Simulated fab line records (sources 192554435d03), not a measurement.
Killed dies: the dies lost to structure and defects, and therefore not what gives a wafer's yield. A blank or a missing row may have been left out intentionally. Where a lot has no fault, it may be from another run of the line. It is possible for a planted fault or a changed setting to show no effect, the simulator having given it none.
fab line records + flow n5_finfet
[record]
- lots = 10
- wafers = 30
- last_day = 18
route steps=1938 shown BEOL_M2@907 BEOL_M4@1111 PASSIVATION@1936
lots that met no fault: taken from a fault-free run of the same line
start_h: hours from the record's first day to the start of the lot's first wafer shown + wait_h: hours from the lot's prior step to this one + " unchanged from the row above + L1.1+2: a row that stands for several wafers + - either no value or no given start + * or withheld: withheld + < > ~ a bound
route shown NAME@n: a module of which the file shows steps, and the number in the route of the first + usual: mean/standard deviation taken from wafers without a fault + same: alike in all rows + chamber/n: place in a boat + sites: readings site by site + _std_site: how widely they spread, as a standard deviation + _edge_site: inner sites' mean taken away from outer sites' mean + radius_mm: for every site, how far away it sits from the centre of the wafer + mask NAME#n: copy n + behind: the tool/chamber that last shaped the wafer + hold: the reason the lot was held/the length of the hold in hours/how it ended + device: names the non-switching transistor (n, p or np) + end of line: at the end of the route, the tests of the same wafers + step lacking rows: just its recipe + killed: dies that structure and defects cost at the first sort, which is not the same as the wafer's yield + map: per-die view of a wafer (x killed, . not killed, _ where there is no die)
set.NAME: the setting as run; set.NAME@STEP: as run at that earlier step + model.NAME: the simulator's own value behind a step, which no gauge read
the route's steps for a sample of lots (tables are steps, rows are wafers)
services: from which hour (start_h, from the record's first day; less than 0 if before it) a tool's chamber was out of use, for how many hours, and why
[[steps]]
[step N5_BEOL_M2_ANNEAL_80]
[recipe]
- temp_c = 400
- time_s = 240
- ambient = vacuum
[usual]
- heater_power_w = 854/92
| lot.wafer | tool           | chamber | start_h | wait_h | heater_power_w |
|-----------|----------------|---------|---------|--------|----------------|
| L866.2    | pvd_sputter-02 | -       | 143.40  | 0.0    | 790            |
| L866.4    | "              | -       | "       | "      | 809            |
| L866.5    | "              | -       | "       | "      | 888            |
| L872.1    | pvd_sputter-01 | -       | 188.66  | 0.0    | 895            |
| L872.3    | "              | -       | "       | "      | 819            |
| L872.6    | "              | -       | "       | "      | 808            |
| L874.1    | pvd_sputter-01 | -       | 196.13  | 0.0    | 797            |
| L874.2    | "              | -       | "       | "      | 899            |
| L874.6    | "              | -       | "       | "      | 801            |
| L876.1    | pvd_sputter-02 | -       | 199.23  | 0.0    | 900            |
| L876.3    | "              | -       | "       | "      | 810            |
| L876.6    | "              | -       | "       | "      | 791            |
| L882.1    | pvd_sputter-01 | -       | 247.35  | 0.0    | 797            |
| L882.2    | "              | -       | "       | "      | 804            |
| L882.4    | "              | -       | "       | "      | 824            |
| L884.1    | pvd_sputter-03 | -       | 257.11  | 0.0    | 887            |
| L884.3    | "              | -       | "       | "      | 863            |
| L884.5    | "              | -       | "       | "      | 858            |
| L885.1    | pvd_sputter-02 | -       | 261.85  | 0.0    | 796            |
| L885.4    | "              | -       | "       | "      | 1039           |
| L885.5    | "              | -       | "       | "      | 810            |
| L886.2    | pvd_sputter-01 | -       | 269.12  | 0.0    | 904            |
| L886.3    | "              | -       | "       | "      | 822            |
| L886.6    | "              | -       | "       | "      | 820            |
| L887.1    | pvd_sputter-02 | -       | 274.79  | 0.0    | 898            |
| L887.3    | "              | -       | "       | "      | 814            |
| L887.4    | "              | -       | "       | "      | 791            |
| L888.3    | pvd_sputter-02 | -       | 281.54  | 0.0    | 1017           |
| L888.5    | "              | -       | "       | "      | 1062           |
| L888.6    | "              | -       | "       | "      | 820            |
[step N5_BEOL_M2_SPUTTER_96]
[recipe]
- material = Cu
- target_thk_a = 45
- temp_c = -20
- chamber_pressure_pa = 0.07
- power_w = withheld
- time_s = 8.29
[usual]
- chamber_pressure_pa = 0.07/0.00013
- chuck_gas_flow_sccm = 1.26/0.048
- throttle_valve_pct = 29.4/1.1
| lot.wafer | tool           | chamber | start_h | wait_h | chamber_pressure_pa | chuck_gas_flow_sccm | throttle_valve_pct |
|-----------|----------------|---------|---------|--------|---------------------|---------------------|--------------------|
| L866.2    | pvd_sputter-02 | -       | 144.86  | 0.1    | 0.06985             | 1.23                | 28.3               |
| L866.4    | "              | -       | "       | "      | 0.06997             | 1.33                | 30.0               |
| L866.5    | "              | -       | "       | "      | 0.06993             | 1.24                | 30.8               |
| L872.1    | pvd_sputter-01 | -       | 190.12  | 0.1    | -                   | -                   | -                  |
| L872.3    | "              | -       | "       | "      | -                   | -                   | -                  |
| L872.6    | "              | -       | "       | "      | -                   | -                   | -                  |
| L874.1    | pvd_sputter-01 | -       | 197.59  | 0.1    | -                   | -                   | -                  |
| L874.2    | "              | -       | "       | "      | -                   | -                   | -                  |
| L874.6    | "              | -       | "       | "      | -                   | -                   | -                  |
| L876.1    | pvd_sputter-02 | -       | 200.69  | 0.1    | 0.06994             | 1.25                | 30.9               |
| L876.3    | "              | -       | "       | "      | 0.07016             | 1.35                | 29.8               |
| L876.6    | "              | -       | "       | "      | 0.07011             | 1.22                | 29.9               |
| L882.1    | pvd_sputter-01 | -       | 248.81  | 0.1    | 0.06998             | 1.24                | 30.1               |
| L882.2    | "              | -       | "       | "      | 0.07015             | 1.23                | 30.0               |
| L882.4    | "              | -       | "       | "      | 0.0698              | 1.28                | 27.3               |
| L884.1    | pvd_sputter-03 | -       | 258.57  | 0.1    | 0.06984             | 1.32                | 30.5               |
| L884.3    | "              | -       | "       | "      | 0.07005             | 1.26                | 29.5               |
| L884.5    | "              | -       | "       | "      | 0.06973             | 1.32                | 30.2               |
| L885.1    | pvd_sputter-02 | -       | 263.31  | 0.1    | 0.06987             | 1.31                | 30.1               |
| L885.4    | "              | -       | "       | "      | 0.07004             | 1.32                | 30.3               |
| L885.5    | "              | -       | "       | "      | 0.07013             | 1.14                | 29.7               |
| L886.2    | pvd_sputter-01 | -       | 270.58  | 0.1    | 0.07008             | 1.29                | 29.3               |
| L886.3    | "              | -       | "       | "      | 0.07004             | 1.26                | 27.4               |
| L886.6    | "              | -       | "       | "      | 0.06975             | 1.26                | 27.5               |
| L887.1    | pvd_sputter-02 | -       | 276.25  | 0.1    | 0.07006             | 1.31                | 30.6               |
| L887.3    | "              | -       | "       | "      | 0.06978             | 1.34                | 29.6               |
| L887.4    | "              | -       | "       | "      | 0.06999             | 1.28                | 27.9               |
| L888.3    | pvd_sputter-02 | -       | 283.00  | 0.1    | 0.07009             | 1.33                | 30.4               |
| L888.5    | "              | -       | "       | "      | 0.07011             | 1.28                | 30.4               |
| L888.6    | "              | -       | "       | "      | 0.07012             | 1.24                | 30.0               |
[step N5_BEOL_M2_CMP_52]
[recipe]
- stop_on = SiOC
- t_overpolish_s = 6.8
- down_force_psi = 1
- platen_rpm = 50
- clearing_platen_down_force_psi = 1.5
- clearing_platen_rpm = 50
- post_cmp_clean = cu_alkaline
- target_thk_nm = 40
- clearing_platen_pad_velocity_m_s = 0.99484
- pad_velocity_m_s = 0.99484
[usual]
- motor_current_A = 5.8/0.64
- slurry_filter_dp_kPa = 13.49/0.15
| lot.wafer | tool   | chamber | start_h | wait_h | motor_current_A | slurry_filter_dp_kPa |
|-----------|--------|---------|---------|--------|-----------------|----------------------|
| L866.2    | cmp-02 | 0       | 145.39  | 0.2    | 6.3             | 13.59                |
| L866.4    | "      | 2       | "       | "      | 7.2             | 13.52                |
| L866.5    | "      | 0       | "       | "      | 6.7             | 13.47                |
| L872.1    | cmp-02 | 2       | 191.14  | 0.3    | 6.8             | 13.72                |
| L872.3    | "      | 0       | "       | "      | 6.5             | 13.36                |
| L872.6    | "      | 2       | "       | "      | 6.9             | 13.48                |
| L874.2    | cmp-04 | 2       | 198.16  | 0.3    | 5.8             | 13.69                |
| L874.1    | "      | 3       | "       | "      | 5.7             | 13.38                |
| L874.6    | "      | 1       | "       | "      | 5.7             | 13.38                |
| L876.3    | cmp-02 | 0       | 201.18  | 0.2    | 6.3             | 13.74                |
| L876.1    | "      | 2       | "       | "      | 7.1             | 13.46                |
| L876.6    | "      | 0       | "       | "      | 6.4             | 13.50                |
| L882.1    | cmp-04 | 0       | 249.41  | 0.3    | 6.1             | 13.63                |
| L882.2    | "      | 1       | "       | "      | 5.7             | 13.16                |
| L882.4    | "      | 3       | "       | "      | 5.6             | 13.29                |
| L884.1    | cmp-02 | 0       | 260.10  | 1.3    | 6.6             | 13.46                |
| L884.3    | "      | 1       | "       | "      | 6.7             | 13.52                |
| L884.5    | "      | 0       | "       | "      | 6.6             | 13.58                |
| L885.4    | cmp-02 | 2       | 263.88  | 0.2    | 7.0             | 13.40                |
| L885.1    | "      | 3       | "       | "      | 5.0             | 13.48                |
| L885.5    | "      | 1       | "       | "      | 6.9             | 13.67                |
| L886.2    | cmp-03 | 3       | 271.20  | 0.2    | 5.7             | 13.48                |
| L886.3    | "      | 1       | "       | "      | 5.2             | 13.64                |
| L886.6    | "      | 3       | "       | "      | 5.8             | 13.46                |
| L887.4    | cmp-04 | 2       | 276.78  | 0.2    | 5.6             | 13.99                |
| L887.3    | "      | 3       | "       | "      | 5.8             | 13.42                |
| L887.1    | "      | 0       | "       | "      | 6.1             | 13.46                |
| L888.3    | cmp-03 | 3       | 283.54  | 0.2    | 5.8             | 13.61                |
| L888.5    | "      | 2       | "       | "      | 5.2             | 13.53                |
| L888.6    | "      | 3       | "       | "      | 5.7             | 13.44                |
[step N5_BEOL_M2_PRE_CLEAN_60]
[recipe]
- gas = NH3/H2
- time_s = 15
- temp_c = *
- rf_power_w = 300
[usual]
- heater_power_w = 83/7.6
| lot.wafer | tool      | chamber | start_h | wait_h | heater_power_w |
|-----------|-----------|---------|---------|--------|----------------|
| L866.2    | cvd_co-01 | 0       | 145.91  | 0.3    | 76             |
| L866.4    | "         | 2       | "       | "      | 96             |
| L866.5    | "         | 1       | "       | "      | 75             |
| L872.1    | cvd_co-02 | 0       | 191.48  | 0.0    | 78             |
| L872.3    | "         | 2       | "       | "      | 89             |
| L872.6    | "         | 1       | "       | "      | 77             |
| L874.1    | cvd_co-02 | 2       | 198.41  | 0.0    | 87             |
| L874.2    | "         | 1       | "       | "      | 80             |
| L874.6    | "         | 1       | "       | "      | 79             |
| L876.1    | cvd_co-02 | 0       | 201.52  | 0.0    | 81             |
| L876.3    | "         | 1       | "       | "      | 79             |
| L876.6    | "         | 2       | "       | "      | 88             |
| L882.1    | cvd_co-01 | 2       | 249.75  | 0.0    | 95             |
| L882.2    | "         | 0       | "       | "      | 81             |
| L882.4    | "         | 2       | "       | "      | 99             |
| L884.1    | cvd_co-02 | 0       | 260.43  | 0.1    | 81             |
| L884.3    | "         | 1       | "       | "      | 82             |
| L884.5    | "         | 0       | "       | "      | 82             |
| L885.1    | cvd_co-02 | 1       | 264.14  | 0.0    | 81             |
| L885.4    | "         | 1       | "       | "      | 83             |
| L885.5    | "         | 1       | "       | "      | 81             |
| L886.2    | cvd_co-01 | 1       | 271.54  | 0.0    | 74             |
| L886.3    | "         | 0       | "       | "      | 78             |
| L886.6    | "         | 0       | "       | "      | 79             |
| L887.1    | cvd_co-01 | 0       | 277.08  | 0.0    | 79             |
| L887.3    | "         | 2       | "       | "      | 98             |
| L887.4    | "         | 1       | "       | "      | 73             |
| L888.3    | cvd_co-02 | 1       | 283.84  | 0.0    | 82             |
| L888.5    | "         | 2       | "       | "      | 88             |
| L888.6    | "         | 0       | "       | "      | 83             |
[step N5_BEOL_M4_RC_MEAS_101]
[usual]
- DIBL_N = 36.4/1.7
- DIBL_P = 36.4/2.1
- IOFF_N = 0.16/0.035
- IOFF_P = 0.21/0.035
- ION_N = 680/11
- ION_P = 465/6.8
- SS_N = 71.5/0.58
- SS_P = 73.2/0.72
- VT_N = 249/3.6
- VT_P = -250/3.1
| lot.wafer | tool      | chamber | start_h | wait_h | DIBL_N[mV/V] | DIBL_P[mV/V] | IOFF_N[nA/um] | IOFF_P[nA/um] | ION_N[uA/um] | ION_P[uA/um] | SS_N[mV/dec] | SS_P[mV/dec] | VT_N[mV] | VT_P[mV] |
|-----------|-----------|---------|---------|--------|--------------|--------------|---------------|---------------|--------------|--------------|--------------|--------------|----------|----------|
| L866.2    | prober-02 | 0       | 176.91  | 0.2    | 34.6         | 34.5         | 0.14          | 0.19          | 669          | 462          | 71.7         | 72.8         | 252      | -248     |
| L866.4    | "         | 0       | "       | "      | 34.0         | 33.7         | 0.13          | 0.17          | 667          | 460          | 71.6         | 72.1         | 253      | -253     |
| L866.5    | "         | 0       | "       | "      | 37.1         | 37.9         | 0.18          | 0.23          | 689          | 467          | 71.5         | 73.1         | 246      | -247     |
| L872.1    | prober-02 | 0       | 216.23  | 0.0    | 36.7         | 38.2         | 0.19          | 0.24          | 682          | 472          | 72.0         | 74.0         | 244      | -249     |
| L872.3    | "         | 0       | "       | "      | 32.4         | 33.1         | 0.12          | 0.16          | 671          | 461          | 71.7         | 72.1         | 254      | -253     |
| L872.6    | "         | 0       | "       | "      | 36.7         | 37.7         | 0.19          | 0.23          | 682          | 465          | 71.5         | 73.9         | 246      | -250     |
| L874.1    | prober-02 | 0       | 218.23  | 0.0    | 36.5         | 36.4         | 0.14          | 0.19          | 686          | 472          | 72.0         | 73.6         | 251      | -252     |
| L874.2    | "         | 0       | "       | "      | 38.0         | 39.3         | 0.19          | 0.24          | 693          | 474          | 71.2         | 73.5         | 249      | -249     |
| L874.6    | "         | 0       | "       | "      | 40.3         | 42.2         | 0.24          | 0.30          | 701          | 475          | 72.4         | 74.3         | 244      | -245     |
| L876.1    | prober-02 | 0       | 233.07  | 0.0    | 37.5         | 39.5         | 0.18          | 0.23          | 680          | 463          | 71.6         | 74.5         | 249      | -249     |
| L876.3    | "         | 0       | "       | "      | 37.0         | 37.7         | 0.16          | 0.20          | 662          | 456          | 71.4         | 73.6         | 250      | -251     |
| L876.6    | "         | 0       | "       | "      | 38.2         | 39.3         | 0.19          | 0.22          | 677          | 458          | 71.7         | 74.7         | 247      | -249     |
| L882.1    | prober-02 | 0       | 273.42  | 0.0    | 37.1         | 38.1         | 0.16          | 0.22          | 680          | 461          | 71.9         | 73.2         | 250      | -251     |
| L882.2    | "         | 0       | "       | "      | 36.5         | 37.3         | 0.15          | 0.21          | 656          | 452          | 71.4         | 72.5         | 254      | -250     |
| L882.4    | "         | 0       | "       | "      | 34.3         | 35.6         | 0.13          | 0.19          | 668          | 465          | 71.2         | 72.7         | 255      | -248     |
| L886.2    | prober-02 | 0       | 293.39  | 0.2    | 39.5         | 40.4         | 0.24          | 0.28          | 686          | 463          | 73.2         | 74.5         | 243      | -247     |
| L886.3    | "         | 0       | "       | "      | 37.7         | 37.7         | 0.19          | 0.23          | 702          | 471          | 71.0         | 73.2         | 243      | -249     |
| L886.6    | "         | 0       | "       | "      | 41.5         | 42.8         | 0.31          | 0.32          | 717          | 480          | 72.9         | 75.0         | 239      | -245     |
| L884.1    | prober-01 | 0       | 296.75  | 0.0    | 36.3         | 34.1         | 0.15          | 0.21          | 680          | 469          | 71.4         | 73.1         | 249      | -249     |
| L884.3    | "         | 0       | "       | "      | 38.7         | 36.9         | 0.20          | 0.25          | 689          | 472          | 72.1         | 73.9         | 247      | -248     |
| L884.5    | "         | 0       | "       | "      | 38.8         | 36.5         | 0.21          | 0.24          | 686          | 465          | 71.3         | 73.6         | 247      | -248     |
| L885.1    | prober-01 | 0       | 302.39  | 0.0    | 36.7         | 38.0         | 0.19          | 0.23          | 681          | 460          | 71.7         | 73.4         | 245      | -249     |
| L885.4    | "         | 0       | "       | "      | 35.4         | 35.9         | 0.17          | 0.19          | 684          | 460          | 71.5         | 73.1         | 246      | -253     |
| L885.5    | "         | 0       | "       | "      | 35.4         | 36.5         | 0.18          | 0.19          | 690          | 466          | 71.6         | 73.5         | 248      | -254     |
| L887.1    | prober-01 | 0       | 306.11  | 0.5    | 38.1         | 38.2         | 0.17          | 0.26          | 678          | 476          | 71.5         | 74.7         | 251      | -248     |
| L887.3    | "         | 0       | "       | "      | 36.0         | 34.8         | 0.14          | 0.20          | 674          | 470          | 71.9         | 72.7         | 252      | -250     |
| L887.4    | "         | 0       | "       | "      | 34.3         | 33.1         | 0.12          | 0.18          | 669          | 466          | 70.5         | 72.2         | 254      | -251     |
| L888.3    | prober-01 | 0       | 309.77  | 0.3    | 36.0         | 36.2         | 0.16          | 0.23          | 678          | 470          | 71.7         | 72.8         | 248      | -249     |
| L888.5    | "         | 0       | "       | "      | 34.6         | 33.8         | 0.12          | 0.19          | 665          | 464          | 71.1         | 72.1         | 252      | -251     |
| L888.6    | "         | 0       | "       | "      | 38.6         | 39.1         | 0.21          | 0.28          | 692          | 469          | 72.3         | 74.4         | 247      | -247     |
[step N5_PASSIVATION_PROBE_49]
[usual]
- defect_limited_yield = 91.3/1.4
- killed_at_M0_to_M3 = 36/11
- killed_at_M4_up = 13/5.2
- killed_at_contacts = 13/6.5
- killed_at_front_end = 37/11
- killed_at_other = 3.6/2.9
- killed_dies = 103/17
- killed_open = 68/12
- killed_short = 33/7.3
- sort_bin_4_leakage = 0.01/0.039
- sort_bin_5_function = 5.2/0.91
- sort_bin_6_memory = 3.2/0.67
- sort_bin_8_speed = 0.00/0.0099
- sort_n_pass = 1077/17
- sort_yield_pct = 91.3/1.4
[same]
- gross_dies = 1180
- killed_at_back_side = 0
| lot.wafer | tool      | chamber | start_h | wait_h | defect_limited_yield[%] | killed_at_M0_to_M3 | killed_at_M4_up | killed_at_contacts | killed_at_front_end | killed_at_other | killed_dies | killed_open | killed_short | sort_bin_4_leakage[%] | sort_bin_5_function[%] | sort_bin_6_memory[%] | sort_bin_8_speed[%] | sort_n_pass | sort_yield_pct[%] |
|-----------|-----------|---------|---------|--------|-------------------------|--------------------|-----------------|--------------------|---------------------|-----------------|-------------|-------------|--------------|-----------------------|------------------------|----------------------|---------------------|-------------|-------------------|
| L872.1    | prober-01 | -       | 323.32  | 0.0    | 93.3                    | 32                 | 11              | 10                 | 20                  | 6               | 79          | 50          | 24           | 0                     | 3.9                    | 2.5                  | 0                   | 1101        | 93.3              |
| L872.3    | prober-01 | -       | 323.42  | 0.1    | 89.7                    | 38                 | 17              | 14                 | 50                  | 3               | 122         | 83          | 33           | 0                     | 6.4                    | 3.6                  | 0                   | 1058        | 89.7              |
| L872.6    | prober-01 | -       | 323.57  | 0.3    | 91.8                    | 24                 | 11              | 16                 | 46                  | 0               | 97          | 55          | 37           | 0                     | 5.3                    | 2.5                  | 0                   | 1083        | 91.8              |
| L874.1    | prober-01 | -       | 332.93  | 0.0    | 89.2                    | 64                 | 7               | 11                 | 37                  | 9               | 128         | 77          | 44           | 0                     | 6.7                    | 3.8                  | 0                   | 1052        | 89.2              |
| L874.2    | prober-01 | -       | 332.98  | 0.1    | 90.1                    | 36                 | 12              | 11                 | 55                  | 3               | 117         | 79          | 37           | 0                     | 5.9                    | 3.7                  | 0                   | 1063        | 90.1              |
| L874.6    | prober-01 | -       | 333.18  | 0.3    | 88.8                    | 51                 | 6               | 26                 | 41                  | 8               | 132         | 75          | 50           | 0.08                  | 6.9                    | 4.2                  | 0                   | 1047        | 88.7              |
| L884.1    | prober-02 | -       | 404.31  | 0.0    | 92.0                    | 35                 | 14              | 17                 | 27                  | 1               | 94          | 59          | 32           | 0                     | 4.7                    | 3.0                  | 0                   | 1086        | 92.0              |
| L884.3    | prober-02 | -       | 404.41  | 0.1    | 92.2                    | 32                 | 15              | 13                 | 31                  | 1               | 92          | 62          | 28           | 0                     | 4.6                    | 2.6                  | 0                   | 1088        | 92.2              |
| L884.5    | prober-02 | -       | 404.51  | 0.2    | 91.4                    | 48                 | 11              | 13                 | 29                  | 1               | 102         | 67          | 32           | 0                     | 5.5                    | 3.1                  | 0                   | 1078        | 91.4              |
// killed by level:class
L872.1 FIN_SAQP:geometric_particle:open=8 BEOL_M0_SAQP:geometric_particle:short=8 MOL_CONTACT_COAG:geometric_particle:open=6 BEOL_M3:geometric_particle:open=6 BEOL_M0_SAQP:geometric_particle:open=5 BEOL_M2:interface_void_opened=5 MOL_CONTACT_COAG:geometric_particle:short=4 BEOL_M2:geometric_particle:open=4
L872.3 FIN_SAQP:geometric_particle:open=23 MOL_CONTACT_COAG:geometric_particle:open=13 BEOL_M3:geometric_particle:open=11 BEOL_M2:geometric_particle:open=8 BEOL_M0_SAQP:geometric_particle:short=7 DUMMY_GATE:geometric_particle:open=5 FIN_SAQP:geometric_particle:short=5 BEOL_M4:geometric_particle:short=5
L872.6 FIN_SAQP:geometric_particle:open=18 MOL_CONTACT_COAG:geometric_particle:open=13 FIN_SAQP:geometric_particle:short=9 BEOL_M0_SAQP:geometric_particle:short=6 BEOL_M4:geometric_particle:open=4 STARTING-WAFER:geometric_particle:short=4 BEOL_M2:interface_void_opened=4 FIN_CUT:geometric_particle:short=3
L874.1 BEOL_M0_SAQP:geometric_particle:open=15 BEOL_M0_SAQP:geometric_particle:short=13 GATE_CUT:geometric_particle:short=10 MOL_CONTACT_COAG:geometric_particle:open=9 BEOL_M2:geometric_particle:open=8 FIN_SAQP:geometric_particle:open=7 BEOL_M3:geometric_particle:open=7 BEOL_M2:interface_void_opened=6
L874.2 STI_FIN_REVEAL:geometric_particle:open=14 MOL_CONTACT_COAG:geometric_particle:open=10 BEOL_M2:geometric_particle:open=9 BEOL_M0_SAQP:geometric_particle:open=8 FIN_SAQP:geometric_particle:short=7 FIN_SAQP:geometric_particle:open=7 STI_FIN_REVEAL:geometric_particle:short=5 BEOL_M5:geometric_particle:open=5
L874.6 MOL_CONTACT_COAG:geometric_particle:open=18 BEOL_M0_SAQP:geometric_particle:short=12 FIN_SAQP:geometric_particle:short=9 BEOL_M0_SAQP:geometric_particle:open=9 FIN_SAQP:geometric_particle:open=8 MOL_CONTACT_COAG:geometric_particle:short=8 BEOL_M2:interface_void_opened=7 STI_FIN_REVEAL:geometric_particle:open=6
L884.1 MOL_CONTACT_COAG:geometric_particle:open=15 FIN_SAQP:geometric_particle:short=7 BEOL_M0_SAQP:geometric_particle:open=7 FIN_SAQP:geometric_particle:open=6 BEOL_M0_SAQP:geometric_particle:short=6 BEOL_M1:geometric_particle:open=6 BEOL_M4:geometric_particle:open=6 BEOL_M3:geometric_particle:open=5
L884.3 BEOL_M1:geometric_particle:open=11 FIN_SAQP:geometric_particle:open=10 MOL_CONTACT_COAG:geometric_particle:open=8 BEOL_M2:geometric_particle:open=6 STI_FIN_REVEAL:geometric_particle:open=5 GATE_CUT:geometric_particle:short=5 MOL_CONTACT_COAG:geometric_particle:short=5 BEOL_M0_SAQP:geometric_particle:open=5
L884.5 BEOL_M2:geometric_particle:open=12 FIN_SAQP:geometric_particle:open=11 MOL_CONTACT_COAG:geometric_particle:open=10 BEOL_M0_SAQP:geometric_particle:short=10 BEOL_M1:geometric_particle:open=7 BEOL_M3:geometric_particle:open=7 BEOL_M0_SAQP:geometric_particle:open=6 FIN_SAQP:geometric_particle:short=4
[[services]]
| tool           | chamber | start_h | hours | kind                           |
|----------------|---------|---------|-------|--------------------------------|
| pvd_sputter-03 | -       | 122.25  | 3.7   | repair                         |
| cvd_co-02      | -       | 128.63  | 28.1  | pm                             |
| cmp-02         | -       | 137.80  | 2.3   | repair                         |
| cmp-02         | -       | 145.88  | 6.5   | pm                             |
| pvd_sputter-03 | -       | 152.34  | 6.3   | repair                         |
| cvd_co-01      | -       | 158.36  | 2.8   | pm                             |
| pvd_sputter-03 | -       | 160.23  | 10.0  | repair                         |
| cvd_co-02      | -       | 161.11  | 14.6  | pm                             |
| cmp-04         | -       | 182.97  | 5.8   | pm                             |
| cmp-02         | -       | 187.17  | 3.8   | repair                         |
| cmp-03         | -       | 202.03  | 4.7   | pm                             |
| cmp-03         | -       | 209.37  | 4.0   | pm                             |
| cmp-03         | -       | 213.37  | -     | consumable_replace:conditioner |
| cmp-03         | -       | 213.37  | -     | consumable_replace:pad         |
| cmp-02         | -       | 213.67  | 5.1   | repair                         |
| cmp-04         | -       | 218.96  | 4.0   | pm                             |
| cmp-04         | -       | 222.96  | -     | consumable_replace:conditioner |
| cmp-04         | -       | 222.96  | -     | consumable_replace:pad         |
| cmp-04         | -       | 226.06  | 0.5   | repair                         |
| pvd_sputter-02 | -       | 239.55  | 2.6   | repair                         |
| cvd_co-02      | 2       | 257.04  | 21.8  | repair                         |
[[key]]
[first_sign]
- step = N5_BEOL_M2_SPUTTER_96
- reading = tool_record
- direction = missing
effect none on later readings
met_at N5_BEOL_M2_SPUTTER_96
struck_lots L872,L874
not_acting_at N5_BEOL_M2_ANNEAL_80,N5_BEOL_M2_CMP_52,N5_BEOL_M2_PRE_CLEAN_60
[fault]
- kind = skipped_step_whole
- tool = pvd_sputter-01
- chamber = -
- onset_h = 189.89
- steps = N5_BEOL_M2_SPUTTER_96
- scope = struck_lots_only
